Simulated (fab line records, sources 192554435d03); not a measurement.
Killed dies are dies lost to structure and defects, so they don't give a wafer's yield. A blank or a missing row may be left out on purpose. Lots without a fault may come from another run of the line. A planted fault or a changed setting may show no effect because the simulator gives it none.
A struck lot beside a sound one | flow n5_finfet | 14 steps out of a route of 1938
Sound: wafers L552.4, L552.5, L552.6. Struck: wafers L562.1, L562.2, L562.5. The cause comes at the end.
At each step with rows: each side's tool, then ch and its chambers, then its first start. Under that, the readings that differ: sound wafers | struck wafers | difference of the means | sigmas: that difference in standard deviations of wafers without a fault.
alike: readings whose means differ by less than 2 such deviations, and words and numbers that are the same on both sides. not compared: withheld readings, readings that some wafer has no value for, bounds like >300 that may hide the same value, and numbers for which the record gives no deviation and whose values overlap.
The two part at a step that has a row with sigmas, a row that says differs or no value, or rows on one side only. Numbers that don't overlap but have no deviation are shown without sigmas and don't part them. A reading that every wafer of one side lacks parts them only if that side has two wafers or more.

first, 7 steps without rows for these wafers: N5_MIM_BOT_LITHO_COAT_02; N5_MIM_BOT_LITHO_EBR_04; N5_MIM_BOT_LITHO_SOFTBAKE_03 (time 90 s); N5_MIM_BOT_LITHO_EXPOSE_05 (exposes mask MIM BOT); N5_MIM_BOT_LITHO_PEB_06; N5_MIM_BOT_LITHO_DEVELOP_07 (develop time 60 s); N5_MIM_BOT_LITHO_HARDBAKE_09 (time 120 s).
N5_MIM_BOT_LITHO_CD_MEAS_08: target cd 3000 nm.
  sound on cd_sem-03 ch 0, day 11 19:35; struck on cd_sem-03 ch 0, day 14 08:47
  alike: cd_nm
N5_MIM_BOT_LITHO_OVL_MEAS_11:
  sound on overlay-02 ch 0, day 11 19:37; struck on overlay-02 ch 0, day 14 08:49
  alike: MIM_BOT_OVL
N5_MIM_BOT_LITHO_INSPECT_12: inspects for defects (macro).
  sound on defect_inspect-02, day 11 19:38; struck on defect_inspect-01, day 14 08:50
  alike: raw_defect_count
N5_MIM_BOT_LITHO_DESCUM_10: chemistry O2, time 7.9 s.
  sound on rie_diel-02 ch 0,2,3, day 11 19:42; struck on rie_diel-02 ch 1,2,3, day 14 09:07
  alike: drypump_motor_current_A, oes_product_au, rf_vpp_V, showerhead_plenum_p_Torr, throttle_valve_pct
  not compared: rf_hours_counter_h
N5_MIM_BOT_ETCH_ETCH_04: etches SiNx in CF4/O2, target depth 26 nm, time 13 s.
  sound on rie_diel-02 ch 0,2,3, day 11 19:46; struck on rie_diel-02 ch 1,2,3, day 14 09:11
  alike: bias_w, drypump_motor_current_A, oes_product_au, rf_vpp_V, showerhead_plenum_p_Torr, throttle_valve_pct
  not compared: rf_hours_counter_h
N5_MIM_BOT_ETCH_ETCH_03: etches the open film in Cl2/BCl3, target depth 12 nm.
  sound on rie_metal-01 ch 0,1, day 11 19:51; struck on rie_metal-01 ch 0,1, day 14 09:16
  reading    | sound                | struck            | difference | sigmas
  bias_w (W) | 100.18 100.29 100.09 | 95.70 96.11 95.80 | -4.32      | -14
  alike: drypump_motor_current_A, oes_product_au, throttle_valve_pct
  not compared: rf_hours_counter_h
N5_MIM_BOT_ETCH_ETCH_00: etches TiN in Cl2/BCl3, target depth 45.5 nm.
  sound on rie_metal-01 ch 0,1, day 11 19:57; struck on rie_metal-01 ch 0,1, day 14 09:22
  alike: bias_w, drypump_motor_current_A, oes_product_au, throttle_valve_pct
  not compared: rf_hours_counter_h

WHERE THEY PART
Only at N5_MIM_BOT_ETCH_ETCH_03, within this record. Later steps at which nothing parts them and some readings are alike: N5_MIM_BOT_ETCH_ETCH_00.

WHY: what the simulator had put in
Process parameter drift: rie_metal-01, from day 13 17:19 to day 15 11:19, at N5_MIM_BOT_ETCH_ETCH_03. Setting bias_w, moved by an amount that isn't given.
